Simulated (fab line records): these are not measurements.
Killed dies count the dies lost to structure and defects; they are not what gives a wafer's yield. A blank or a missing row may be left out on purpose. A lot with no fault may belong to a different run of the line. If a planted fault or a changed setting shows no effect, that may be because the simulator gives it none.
Split-lot experiment ; flow n5-finfet ; on a route of 1938 steps: 7 lots, 21 wafers read

== THE SPLIT ITSELF ==
At N5_BEOL_M5_COAT_71 (time 60 s, resist thk 5 nm), the setting spin-rpm was moved away from the recipe's 1500 rpm on 10 of the 21 wafers read, by -10.8% to +9.3%. All remaining wafers had this setting at the recipe value.

== FROM THE SPLIT TO THE READING: what the file shows between them, 4 steps ==
- N5_BEOL_M5_COAT_05: resist thk 30 nm (also split here: spin-rpm)
- N5_BEOL_M5_EBR_07
- N5_BEOL_M5_SOFTBAKE_06: time 60 s
- N5_BEOL_M5_DESCUM_16: chemistry O2, time 7 s

== THE READING ==
etch.depth-nm (the simulator's own value, which no gauge read), in nm, at N5_BEOL_M5_ETCH_72 (etches underlayer in N2/H2, target depth 6.5 nm, time 5.2 s). There is no usual value for it anywhere in the file. The 11 wafers here that ran the recipe average 4.995 nm, standard deviation 0.015 nm.

wafer;tool, chamber at the split;spin-rpm as run, rpm;against the recipe;etch.depth-nm, nm;against lot-mates on the recipe
L075.2;litho-track-01, 0;1500;recipe;4.975;-
L075.4;litho-track-01, 0;1500;recipe;4.995;-
L075.5;litho-track-01, 0;1632;+8.8%;4.795;-0.190
L078.1;litho-track-01, 0;1500;recipe;4.979;-
L078.3;litho-track-01, 0;1500;recipe;4.987;-
L078.5;litho-track-01, 0;1500;recipe;4.993;-
L081.2;litho-track-05, 0;1338;-10.8%;5.311;+0.311
L081.5;litho-track-05, 0;1500;recipe;5;-
L081.6;litho-track-05, 0;1338;-10.8%;5.287;+0.287
L077.4;litho-track-05, 0;1639;+9.3%;4.788;no lot-mate on the recipe
L077.5;litho-track-05, 0;1639;+9.3%;4.778;no lot-mate on the recipe
L077.6;litho-track-05, 0;1639;+9.3%;4.794;no lot-mate on the recipe
L082.1;litho-track-04, 0;1568;+4.5%;4.922;-0.108
L082.4;litho-track-04, 0;1568;+4.5%;4.916;-0.114
L082.5;litho-track-04, 0;1500;recipe;5.03;-
L084.2;litho-track-01, 0;1500;recipe;5.003;-
L084.3;litho-track-01, 0;1500;recipe;4.986;-
L084.6;litho-track-01, 0;1500;recipe;4.992;-
L086.1;litho-track-04, 0;1429;-4.7%;5.155;+0.145
L086.2;litho-track-04, 0;1500;recipe;5.01;-
L086.3;litho-track-04, 0;1429;-4.7%;5.14;+0.130

THE FIT
A straight line over all 21 wafers: etch.depth-nm changes by -0.0252 nm for each +1% of spin-rpm; r = -0.99; the points scatter about the line by 0.02 nm.
The same after taking each lot's own level away (the mean of its wafers on the recipe; 18 wafers): -0.0261 nm for each +1%; r = -0.99; scatter 0.013 nm.
Per that fit: largest spin-rpm move, reading shift of 0.28 nm.
Across the lots, their own levels run from 4.9850 to 5.0300 nm, a range of 3.1 times the standard deviation given above.
So the lot-to-lot level changes the slope little: the two slopes agree.
Check: with one of the wafers moved furthest among these (-10.8%) left out of the fit, the line predicts +0.278 nm for it against its lot-mates. It came out at +0.311 nm against them.

== FURTHER SPLITS ON THESE WAFERS ==
Note: prior to the reading, these wafers also went through further splits. Each is held against what the fit with the lots' levels taken away leaves over:
other split on the same wafers;wafers away from the commonest value;r with etch.depth-nm (lot level and that fit taken away)
N5_BEOL_M5_COAT_05 spin-rpm;6;-0.38

== FILE'S OWN FIT ==
etch.depth-nm changes by -0.0256 nm for each +1% of spin-rpm, r = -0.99.
